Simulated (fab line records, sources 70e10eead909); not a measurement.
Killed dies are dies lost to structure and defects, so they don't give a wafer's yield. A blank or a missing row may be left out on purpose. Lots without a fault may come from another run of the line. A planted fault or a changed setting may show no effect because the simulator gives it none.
Which tool did it? | flow nand_harc | 24 lots, 72 wafers sampled, at 5 steps of a route of 1302

WHAT THE GAUGES READ, wafer by wafer
NHARC_A_CONTACT_CD_MEAS_80. Usual: cd_nm 289.5 nm, standard deviation 0.76.
lot  | measured     | on        | cd_nm (nm)        | flag
L074 | day 22 22:49 | cd_sem-01 | 287.4 287.6 287.2 |
L075 | day 22 23:58 | cd_sem-02 | 288.9 289.5 289.2 |
L077 | day 23 06:52 | cd_sem-02 | 289.6 289.4 289.5 |
L076 | day 23 07:20 | cd_sem-01 | 289.5 289.0 289.5 |
L079 | day 23 19:19 | cd_sem-02 | 289.1 289.0 289.3 |
L078 | day 23 22:35 | cd_sem-03 | 288.7 288.6 288.3 |
L080 | day 25 03:46 | cd_sem-02 | 290.6 290.7 290.6 |
L081 | day 25 03:55 | cd_sem-01 | 289.6 289.5 289.7 |
L083 | day 25 15:47 | cd_sem-02 | 289.5 289.7 289.6 |
L082 | day 26 00:35 | cd_sem-03 | 290.3 289.8 290.2 |
L084 | day 26 19:14 | cd_sem-01 | 289.4 288.8 289.2 |
L086 | day 27 02:16 | cd_sem-03 | 290.9 289.8 290.2 |
L085 | day 27 03:40 | cd_sem-02 | 288.4 288.7 288.8 |
L089 | day 28 19:24 | cd_sem-03 | 289.6 289.8 289.6 |
L087 | day 28 20:33 | cd_sem-02 | 289.8 290.3 289.8 |
L090 | day 28 22:17 | cd_sem-02 | 290.4 289.8 290.3 |
L091 | day 28 23:02 | cd_sem-02 | 289.6 289.0 289.1 |
L088 | day 29 00:34 | cd_sem-01 | 288.9 288.7 288.9 |
L093 | day 30 00:07 | cd_sem-01 | 289.5 289.3 289.6 |
L092 | day 30 10:36 | cd_sem-03 | 290.6 290.8 290.4 |
L097 | day 31 20:37 | cd_sem-02 | 289.2 289.1 289.2 |
L095 | day 31 23:08 | cd_sem-01 | 290.1 289.4 289.9 |
L094 | day 32 04:11 | cd_sem-01 | 289.8 289.3 290.2 |
L096 | day 32 07:35 | cd_sem-01 | 290.3 290.2 290.1 |

NHARC_A_CONTACT_OVL_MEAS_09. Usual: overlay_x_nm -0.1 nm, standard deviation 0.75; overlay_y_nm 0.2 nm, standard deviation 0.78.
lot  | measured     | on         | overlay_x_nm (nm) | overlay_y_nm (nm) | flag
L074 | day 23 06:13 | overlay-02 | -1.1 -0.7 -1.0    | 0.9 0.6 1.4       |
L075 | day 23 08:11 | overlay-01 | -0.1 -0.5 -0.9    | 0.1 0.3 0.0       |
L077 | day 23 10:43 | overlay-02 | -0.2 0.0 -0.4     | -0.7 -0.9 -0.6    |
L076 | day 23 12:16 | overlay-02 | 0.4 0.4 0.4       | -0.8 -0.3 -0.2    |
L079 | day 23 22:49 | overlay-02 | 0.5 0.7 1.0       | -0.7 -0.6 -0.2    |
L078 | day 24 02:05 | overlay-02 | 0.1 0.1 0.0       | 1.0 1.6 1.1       |
L080 | day 25 07:58 | overlay-02 | 0.5 0.0 0.0       | 0.0 0.2 0.1       |
L081 | day 25 09:41 | overlay-01 | 0.5 1.0 0.6       | 0.6 0.8 0.7       |
L083 | day 25 21:58 | overlay-02 | 0.1 0.0 0.0       | 1.8 1.7 1.3       |
L082 | day 26 03:57 | overlay-01 | 0.3 0.1 0.6       | 0.8 0.4 0.5       |
L084 | day 26 23:56 | overlay-02 | -1.0 -0.2 -0.7    | -0.1 -0.4 -0.6    |
L086 | day 27 06:26 | overlay-01 | -0.7 -0.5 -0.8    | -2.5 -1.7 -1.9    |
L085 | day 27 07:43 | overlay-02 | 0.7 0.3 0.8       | 0.6 1.0 0.7       |
L089 | day 29 00:00 | overlay-02 | -0.5 -0.3 -0.1    | 0.2 0.0 1.0       |
L087 | day 29 03:02 | overlay-02 | -0.5 0.2 0.2      | -0.5 -0.8 -0.6    |
L090 | day 29 05:30 | overlay-02 | 1.1 1.0 1.7       | 0.6 0.4 0.6       |
L091 | day 29 05:39 | overlay-01 | -0.2 -0.5 -0.3    | -0.1 -0.5 -0.1    |
L088 | day 29 07:07 | overlay-02 | 1.0 0.6 0.8       | 0.0 -0.5 -0.4     |
L093 | day 30 03:35 | overlay-01 | -0.3 -0.7 -0.8    | 1.0 0.4 0.6       |
L092 | day 30 14:35 | overlay-01 | -1.0 -0.6 -0.5    | 0.2 0.1 0.4       |
L097 | day 32 02:49 | overlay-01 | -1.6 -1.3 -1.1    | 0.3 0.4 0.7       |
L095 | day 32 04:40 | overlay-02 | -0.3 -0.4 -0.3    | 0.6 0.6 -0.2      |
L094 | day 32 07:44 | overlay-02 | -1.8 -1.5 -1.8    | 0.8 1.0 0.6       |
L096 | day 32 11:05 | overlay-02 | 0.7 -0.2 0.5      | 1.1 1.5 1.3       |

WHICH TOOL RAN EACH LOT (tool, then ch and the chambers of the sampled wafers, then the start)
lot  | NHARC_A_CONTACT_ETCH_128             | NHARC_A_CONTACT_ETCH_106           | NHARC_A_CONTACT_STRIP_82
L074 | har_cap_etch-02 ch 1, day 22 20:56   | rie_diel-04 ch 1,2,3, day 22 23:06 | rie_diel-04 ch 0,3, day 23 06:13 or earlier
L075 | har_cap_etch-01 ch 0,1, day 22 21:44 | rie_diel-06 ch 0,3, day 23 00:15   | rie_diel-06 ch 1,2,3, day 23 08:11 or earlier
L077 | har_cap_etch-03 ch 0,1, day 23 04:59 | rie_diel-06 ch 0,2,3, day 23 07:29 | rie_diel-06 ch 0,1, day 23 10:43 or earlier
L076 | har_cap_etch-02 ch 0,1, day 23 05:11 | rie_diel-06 ch 1,2,3, day 23 07:46 | rie_diel-06 ch 0,1,2, day 23 12:16 or earlier
L079 | har_cap_etch-02 ch 0,1, day 23 17:26 | rie_diel-04 ch 0,2,3, day 23 19:37 | rie_diel-04 ch 0,1,2, day 23 22:49 or earlier
L078 | har_cap_etch-01 ch 0,1, day 23 20:42 | rie_diel-13 ch 1,2,3, day 23 22:53 | rie_diel-13 ch 0,1,3, day 24 02:05 or earlier
L080 | har_cap_etch-02 ch 0,1, day 25 01:55 | rie_diel-04 ch 1,3, day 25 04:03   | rie_diel-04 ch 0,3, day 25 07:58 or earlier
L081 | har_cap_etch-01 ch 0,1, day 25 02:04 | rie_diel-06 ch 0,1,3, day 25 04:13 | rie_diel-06 ch 1,2, day 25 09:41 or earlier
L083 | har_cap_etch-02 ch 0,1, day 25 13:55 | rie_diel-06 ch 0,1,3, day 25 16:05 | rie_diel-06 ch 0,1,3, day 25 21:58 or earlier
L082 | har_cap_etch-03 ch 0,1, day 25 22:43 | rie_diel-04 ch 0,1, day 26 00:53   | rie_diel-04 ch 0,3, day 26 03:57 or earlier
L084 | har_cap_etch-02 ch 0,1, day 26 17:22 | rie_diel-06 ch 0,3, day 26 19:32   | rie_diel-06 ch 1,2,3, day 26 23:56 or earlier
L086 | har_cap_etch-01 ch 0,1, day 27 00:25 | rie_diel-04 ch 0,1,2, day 27 02:33 | rie_diel-04 ch 0,1,2, day 27 06:26 or earlier
L085 | har_cap_etch-03 ch 0,1, day 27 01:46 | rie_diel-06 ch 1,2,3, day 27 03:58 | rie_diel-06 ch 0,1,3, day 27 07:43 or earlier
L089 | har_cap_etch-02 ch 0,1, day 28 17:14 | rie_diel-04 ch 1,2,3, day 28 19:47 | rie_diel-04 ch 1,2,3, day 29 00:00 or earlier
L087 | har_cap_etch-03 ch 0,1, day 28 18:27 | rie_diel-04 ch 1,2, day 28 20:52   | rie_diel-04 ch 1,2,3, day 29 03:02 or earlier
L090 | har_cap_etch-01 ch 1, day 28 20:25   | rie_diel-04 ch 0,3, day 28 22:34   | rie_diel-04 ch 0,1,3, day 29 05:30 or earlier
L091 | har_cap_etch-02 ch 0,1, day 28 21:11 | rie_diel-04 ch 1,2,3, day 28 23:20 | rie_diel-04 ch 0,1,2, day 29 05:39 or earlier
L088 | har_cap_etch-03 ch 0,1, day 28 22:44 | rie_diel-06 ch 0,2, day 29 00:51   | rie_diel-06 ch 0,1,2, day 29 07:07 or earlier
L093 | har_cap_etch-03 ch 0,1, day 29 22:12 | rie_diel-04 ch 0,1, day 30 00:27   | rie_diel-04 ch 2,3, day 30 03:35 or earlier
L092 | har_cap_etch-03 ch 0,1, day 30 08:48 | rie_diel-06 ch 1,2, day 30 10:53   | rie_diel-06 ch 0,1,2, day 30 14:35 or earlier
L097 | har_cap_etch-03 ch 0,1, day 31 18:44 | rie_diel-06 ch 0,1,2, day 31 20:55 | rie_diel-06 ch 0,2,3, day 32 02:49 or earlier
L095 | har_cap_etch-02 ch 0,1, day 31 21:03 | rie_diel-04 ch 0,1, day 31 23:26   | rie_diel-04 ch 1,2,3, day 32 04:40 or earlier
L094 | har_cap_etch-01 ch 0,1, day 32 02:17 | rie_diel-13 ch 1,2,3, day 32 04:28 | rie_diel-13 ch 0,1,3, day 32 07:44 or earlier
L096 | har_cap_etch-02 ch 0, day 32 05:44   | rie_diel-04 ch 0,2, day 32 07:53   | rie_diel-04 ch 2,3, day 32 11:05 or earlier
- NHARC_A_CONTACT_ETCH_128: etches the open film in C4F8/O2/Ar, time 197 s, target depth 1918 nm.
- NHARC_A_CONTACT_ETCH_106: etches the open film in CF4/O2, target depth 90 nm, overetch 9 nm, time 49.5 s.
- NHARC_A_CONTACT_STRIP_82: strips in O2.

WHAT THE TOOLS THEMSELVES READ (means of the sampled wafers that have a number; where no wafer has one, the mark that the record gives instead)
NHARC_A_CONTACT_ETCH_106. Usual: drypump_motor_current_A 5.8 A, standard deviation 0.36; o2_flow_sccm 20.00 sccm, standard deviation 0.055; oes_product_au 1.002 a.u., standard deviation 0.0087; rf_vpp_V 197.6 V, standard deviation 1.5; showerhead_plenum_p_Torr 1.32 Torr, standard deviation 0.059; throttle_valve_pct 13.398 %, standard deviation 0.0085.
lot  | tool        | drypump_motor_current_A (A) | o2_flow_sccm (sccm) | oes_product_au (a.u.) | rf_vpp_V (V) | showerhead_plenum_p_Torr (Torr) | throttle_valve_pct (%) | flag
L074 | rie_diel-04 | 5.9                         | 19.98               | 1.007                 | 197.6        | 1.33                            | 13.393                 |
L075 | rie_diel-06 | 5.8                         | 19.97               | 1.019                 | 197.6        | 1.31                            | 13.396                 |
L077 | rie_diel-06 | 5.7                         | 20.00               | 1.001                 | 197.8        | 1.30                            | 13.399                 |
L076 | rie_diel-06 | 5.5                         | 20.02               | 1.004                 | 197.4        | 1.33                            | 13.402                 |
L079 | rie_diel-04 | 5.9                         | 20.00               | 0.994                 | 197.6        | 1.31                            | 13.395                 |
L078 | rie_diel-13 | 6.0                         | 19.99               | 1.005                 | 197.7        | 1.34                            | 13.396                 |
L080 | rie_diel-04 | 5.7                         | 20.00               | 0.995                 | 198.8        | 1.36                            | 13.404                 |
L081 | rie_diel-06 | 5.9                         | 20.02               | 1.012                 | 198.8        | 1.36                            | 13.409                 |
L083 | rie_diel-06 | 5.9                         | 19.96               | 1.006                 | 197.7        | 1.36                            | 13.397                 |
L082 | rie_diel-04 | 5.7                         | 19.98               | 0.992                 | 198.2        | 1.33                            | 13.389                 |
L084 | rie_diel-06 | 5.8                         | 19.94               | 1.005                 | 197.8        | 1.30                            | 13.398                 |
L086 | rie_diel-04 | 5.9                         | 20.06               | 0.994                 | 197.7        | 1.30                            | 13.401                 |
L085 | rie_diel-06 | 5.5                         | 20.00               | 1.008                 | 197.3        | 1.32                            | 13.397                 |
L089 | rie_diel-04 | 5.9                         | 20.01               | 0.999                 | 198.3        | 1.32                            | 13.398                 |
L087 | rie_diel-04 | 5.9                         | 19.97               | 0.997                 | 196.9        | 1.32                            | 13.402                 |
L090 | rie_diel-04 | 5.8                         | 19.96               | 0.995                 | 197.6        | 1.31                            | 13.402                 |
L091 | rie_diel-04 | 5.9                         | 19.95               | 0.998                 | 197.3        | 1.32                            | 13.404                 |
L088 | rie_diel-06 | 5.7                         | 20.02               | 0.993                 | 197.7        | 1.29                            | 13.399                 |
L093 | rie_diel-04 | 5.8                         | 19.94               | 1.007                 | 197.1        | 1.30                            | 13.386                 |
L092 | rie_diel-06 | 5.7                         | 19.95               | 0.997                 | 198.4        | 1.37                            | 13.396                 |
L097 | rie_diel-06 | 5.9                         | 20.04               | 0.995                 | 196.8        | 1.35                            | 13.401                 |
L095 | rie_diel-04 | 5.8                         | 20.00               | 0.999                 | 197.3        | 1.33                            | 13.401                 |
L094 | rie_diel-13 | 6.0                         | 20.00               | 0.987                 | 198.1        | 1.33                            | 13.403                 |
L096 | rie_diel-04 | 6.1                         | 19.99               | 0.998                 | 197.1        | 1.26                            | 13.396                 |

NHARC_A_CONTACT_STRIP_82. Usual: drypump_motor_current_A 5.8 A, standard deviation 0.36; o2_flow_sccm 500.0 sccm, standard deviation 1.6; oes_product_au 1.001 a.u., standard deviation 0.008; rf_vpp_V 57.7 V, standard deviation 0.82; showerhead_plenum_p_Torr 3.51 Torr, standard deviation 0.15; throttle_valve_pct 17.036 %, standard deviation 0.01.
lot  | tool        | drypump_motor_current_A (A) | o2_flow_sccm (sccm) | oes_product_au (a.u.) | rf_vpp_V (V) | showerhead_plenum_p_Torr (Torr) | throttle_valve_pct (%) | flag
L074 | rie_diel-04 | 5.8                         | 500.3               | 1.013                 | 57.6         | 3.55                            | 17.046                 |
L075 | rie_diel-06 | 5.5                         | 499.3               | 1.011                 | 58.1         | 3.51                            | 17.033                 |
L077 | rie_diel-06 | 6.1                         | 499.9               | 0.995                 | 58.2         | 3.74                            | 17.031                 |
L076 | rie_diel-06 | 5.9                         | 500.6               | 1.008                 | 57.5         | 3.59                            | 17.044                 |
L079 | rie_diel-04 | 5.9                         | 500.8               | 1.002                 | 57.4         | 3.44                            | 17.040                 |
L078 | rie_diel-13 | 5.8                         | 500.0               | 1.005                 | 58.0         | 3.59                            | 17.041                 |
L080 | rie_diel-04 | 5.8                         | 500.7               | 0.999                 | 57.7         | 3.55                            | 17.033                 |
L081 | rie_diel-06 | 5.5                         | 500.3               | 0.999                 | 57.9         | 3.50                            | 17.032                 |
L083 | rie_diel-06 | 5.9                         | 501.0               | 1.006                 | 58.6         | 3.59                            | 17.033                 |
L082 | rie_diel-04 | 5.8                         | 499.8               | 0.990                 | 57.6         | 3.48                            | 17.034                 |
L084 | rie_diel-06 | 5.5                         | 500.6               | 0.998                 | 56.7         | 3.50                            | 17.034                 |
L086 | rie_diel-04 | 5.9                         | 496.9               | 0.998                 | 57.6         | 3.43                            | 17.038                 |
L085 | rie_diel-06 | 6.0                         | 499.1               | 1.010                 | 57.7         | 3.58                            | 17.039                 |
L089 | rie_diel-04 | 5.9                         | 500.0               | 0.996                 | 58.1         | 3.50                            | 17.026                 |
L087 | rie_diel-04 | 5.9                         | 499.8               | 1.007                 | 57.8         | 3.50                            | 17.038                 |
L090 | rie_diel-04 | 5.8                         | 499.3               | 1.000                 | 57.3         | 3.52                            | 17.036                 |
L091 | rie_diel-04 | 5.9                         | 500.4               | 0.997                 | 57.1         | 3.43                            | 17.036                 |
L088 | rie_diel-06 | 5.9                         | 500.3               | 1.006                 | 57.3         | 3.57                            | 17.033                 |
L093 | rie_diel-04 | 6.1                         | 501.4               | 1.004                 | 57.2         | 3.41                            | 17.038                 |
L092 | rie_diel-06 | 5.9                         | 499.4               | 0.992                 | 56.9         | 3.56                            | 17.032                 |
L097 | rie_diel-06 | 5.8                         | 498.4               | 1.007                 | 57.3         | 3.42                            | 17.036                 |
L095 | rie_diel-04 | 5.9                         | 499.9               | 0.995                 | 58.5         | 3.49                            | 17.039                 |
L094 | rie_diel-13 | 5.8                         | 501.0               | 1.000                 | 58.0         | 3.56                            | 17.038                 |
L096 | rie_diel-04 | 5.9                         | 500.7               | 1.005                 | 57.9         | 3.51                            | 17.038                 |

THE ANSWER, worked out from the rows above alone
Rule: a lot is off if the mean of its wafers that have a number lies more than 3 standard deviations from the usual mean. A lot without any number at a reading at which 4 lots or more have one is off too. The other lots that the step has rows for count as sound. The gauges are gone through in route order, then the tools' own readings, and for those a lot's mean is taken as printed above. The first step at which some lot is off is used, and at that step the reading that is off furthest; a lot without a number counts as furthest.
No lot is off at any reading shown: from this, nothing can be told.

WHAT THE SIMULATOR HAD PUT IN
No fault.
